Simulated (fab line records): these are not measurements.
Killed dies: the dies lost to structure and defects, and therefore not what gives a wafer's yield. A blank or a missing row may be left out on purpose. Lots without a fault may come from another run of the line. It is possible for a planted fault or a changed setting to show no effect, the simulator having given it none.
A struck lot beside a sound one ; flow n5-finfet ; 16 steps out of a route of 1938
Sound: the wafers L636.1, L636.3, L636.4. Wafers L641.3, L641.4, L641.5 were the ones struck. The cause comes at the end.
Order at every step that has rows: each side's tool, ch and its chambers, its first start. Under that, the readings that differ: sound wafers ; struck wafers ; difference of the means ; sigmas: that difference in standard deviations of wafers without a fault.
alike: readings with means less than 2 such deviations apart, plus words and numbers identical on both sides. not compared: withheld readings, readings lacking a value on some wafer, bounds such as >300 that could conceal the same value, and numbers that have no deviation in the record and whose values overlap.
Wherever a step has rows on one side only, a row that says differs or no value, or a row with sigmas, the two part there. Non-overlapping numbers with no deviation appear without sigmas and do not part them. A reading missing from all wafers of one side parts the sides only when that side holds two or more wafers.

first, 2 steps without rows for these wafers: N5_SDB_STRIP_19 (strips in N2/H2); N5_SDB_STRIP_21 (strips in CF4).
N5_SDB_HM_OPEN_20: chemistry CH3F/O2, target SiNx, stops on poly-Si, target depth 24 nm.
  sound on rie-diel-03 ch 0,1,2, day 5 10:35; struck on rie-diel-01 ch 1,3, day 6 17:29
  alike: drypump-motor-current-A, oes-product-au, rf-vpp-V, showerhead-plenum-p-Torr, throttle-valve-pct
  not compared: rf-hours-counter-h
N5_SDB_STRIP_22: strips in N2/H2.
  sound on plasma-asher-01 ch 0,1, day 5 10:40; struck on plasma-asher-02 ch 0,1, day 6 17:36
  alike: drypump-motor-current-A, heater-power-w, oes-product-au, strip-time-to-endpoint-s
  not compared: rf-hours-counter-h
then, 2 steps without rows for these wafers: N5_SDB_PRECLEAN_23 (cleans in dHF, time 30 s); N5_SDB_DUMMY_REMOVE_24 (chemistry TMAH, target poly-Si, stops on SiO2, target depth 142 nm, time 57 s, rinse time 30 s).
N5_SDB_ETCH_25: etches SiO2 in C4F6/O2, target depth 10 nm, time 3.3 s.
  sound on rie-diel-01 ch 0,1,2, day 5 10:54; struck on rie-diel-01 ch 0,1,3, day 6 17:47
  alike: drypump-motor-current-A, oes-product-au, rf-vpp-V, showerhead-plenum-p-Torr, throttle-valve-pct
  not compared: rf-hours-counter-h
N5_SDB_CUT_ETCH_26: etches Si in HBr/Cl2/O2, target depth 129.6 nm, bt time 20 s, time 51.8 s.
  sound on rie-si-01 ch 0,2,3, day 5 10:59; struck on rie-si-01 ch 1,3, day 6 17:52
  alike: drypump-motor-current-A, oes-product-au, throttle-valve-pct
  not compared: rf-hours-counter-h
then, 3 steps without rows for these wafers: N5_SDB_PRECLEAN_38 (cleans in dHF, time 10 s); N5_SDB_PRECLEAN_39 (cleans in O3/DIW, time 45 s); N5_SDB_SRD_28 (time 30 s).
N5_SDB_ALD_29: deposits SiNx, target thk 30 nm, pulse time 1 s, ald cycles 600.
  sound on ald-sin-02 ch 0,2,3, day 5 11:10; struck on ald-sin-02 ch 1,2, day 6 18:03
  alike: heater-power-w, precursor-pulse-height-rel
N5_SDB_CMP_30: polishes, stops on poly-Si, t overpolish 1.54 s, target thk 30 nm.
  sound on cmp-03 ch 1,2,3, day 5 14:04; struck on cmp-04 ch 1,2,3, day 6 20:49
reading;sound;struck;difference;sigmas
platen-rpm (rpm);51.79 51.77 51.78;49.76 49.74 49.80;-2.01;-65
  alike: motor-current-A, overpolish-run-s, time-to-endpoint-s
N5_SDB_THK_MEAS_31:
  sound on film-metro-02, day 5 14:21; struck on film-metro-02, day 6 21:05
  alike: SDB_THK
-- the record jumps here: 4 days lie between the struck wafers' starts before and after (it left off in module SDB and takes up again in module BEOL_M4, whose first step shown is number 1111 of the route) --
N5_BEOL_M4_RC_MEAS_101:
  sound on prober-01 ch 0, day 9 22:17; struck on prober-01 ch 0, day 10 20:41
reading;sound;struck;difference;sigmas
IOFF_P (nA/um);0.27 0.25 0.23;0.19 0.17 0.17;-0.07;-2
VT_P (mV);-245 -246 -247;-255 -253 -254;-8;-2
  alike: DIBL_N, DIBL_P, IOFF_N, ION_N, ION_P, SS_N, SS_P, VT_N
N5_PASSIVATION_PROBE_49:
  sound wafers here have rows in the record (prober-01, day 14 11:49); struck ones have none

== WHERE THEY PART ==
Last at N5_PASSIVATION_PROBE_49 as far as this record goes, first at N5_SDB_CMP_30.

WHY: what the simulator had put in
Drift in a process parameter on cmp-04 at N5_SDB_CMP_30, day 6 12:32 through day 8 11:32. From 51.796, the setting platen-rpm moved by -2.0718. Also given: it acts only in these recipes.
